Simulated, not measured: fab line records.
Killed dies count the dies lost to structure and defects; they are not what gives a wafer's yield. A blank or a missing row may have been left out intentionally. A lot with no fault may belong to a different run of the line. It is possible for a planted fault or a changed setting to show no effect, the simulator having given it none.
Which tool did it? :: flow nand-harc :: 19 wafers from 7 lots sampled at 2 of the route's 1302 steps

## WHAT THE GAUGES SHOWED, per wafer
NHARC_A_ONON_D2_THK_MEAS_18: measures by ellipsometry.
lot: L581
measured: day 13 15:56
on: film-metro-02
thk-nm (nm): 992 995 994

lot: L583
measured: day 14 16:55
on: film-metro-02
thk-nm (nm): 994 992 993

lot: L585
measured: day 15 04:44
on: film-metro-02
thk-nm (nm): 1010 1011 1010

lot: L587
measured: day 16 06:41
on: film-metro-01
thk-nm (nm): 1005 1005 1005

lot: L593
measured: day 19 01:11
on: film-metro-02
thk-nm (nm): 1541 1542

lot: L596
measured: day 20 07:16
on: film-metro-01
thk-nm (nm): 1004 1534

lot: L601
measured: day 22 02:53
on: film-metro-02
thk-nm (nm): 1003 1005 1005

## EACH LOT AND THE TOOL THAT RAN IT (in order: tool; ch and the chambers of the sampled wafers; start)
lot: L581
NHARC_A_ONON_D2_DEP_16: pecvd-onon-04 ch 0, day 13 15:25

lot: L583
NHARC_A_ONON_D2_DEP_16: pecvd-onon-04 ch 0, day 14 16:28

lot: L585
NHARC_A_ONON_D2_DEP_16: pecvd-onon-04 ch 0, day 15 04:17

lot: L587
NHARC_A_ONON_D2_DEP_16: pecvd-onon-01 ch 0, day 16 06:10

lot: L593
NHARC_A_ONON_D2_DEP_16: pecvd-onon-04 ch 0, day 19 00:40

lot: L596
NHARC_A_ONON_D2_DEP_16: pecvd-onon-04 ch 0, day 20 06:49

lot: L601
NHARC_A_ONON_D2_DEP_16: pecvd-onon-02 ch 0, day 22 02:22
- NHARC_A_ONON_D2_DEP_16: target thk 1000 nm.

## THE ANSWER, worked out from the rows above alone
Rule: what is usual is taken from the lots themselves. The widest of any qualifying gaps counts: lots, ordered by their means at a reading, are off when they make up no more than a third of the lots, leave a main group of 4 or more, and stand apart from it by 3 or more times the standard deviation of that group's means. If all means in a main group match to the digits the tables above print for the reading, that group is not used. A lot without any number at a reading at which 4 lots or more have one is off too. Any other lot the step has rows for is counted as sound.
Off at NHARC_A_ONON_D2_THK_MEAS_18 (thk-nm): L593, L596. The main group has a mean of 1001 nm with a standard deviation of 6.8.
If a tool, at a process step before that reading, ran all the lots that are off and no sound lot after the first of them, it fits. The gauges at NHARC_A_ONON_D2_THK_MEAS_18 are tried like those tools. One fits: NHARC_A_ONON_D2_DEP_16 on pecvd-onon-04. A fault onset in the window from L585 (day 15 04:17, its last sound lot) to L593 (day 19 00:40, its first lot off) fits.

## WHAT THE SIMULATOR HAD PUT IN
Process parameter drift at NHARC_A_ONON_D2_DEP_16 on pecvd-onon-04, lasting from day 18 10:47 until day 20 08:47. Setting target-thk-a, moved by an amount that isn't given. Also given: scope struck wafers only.
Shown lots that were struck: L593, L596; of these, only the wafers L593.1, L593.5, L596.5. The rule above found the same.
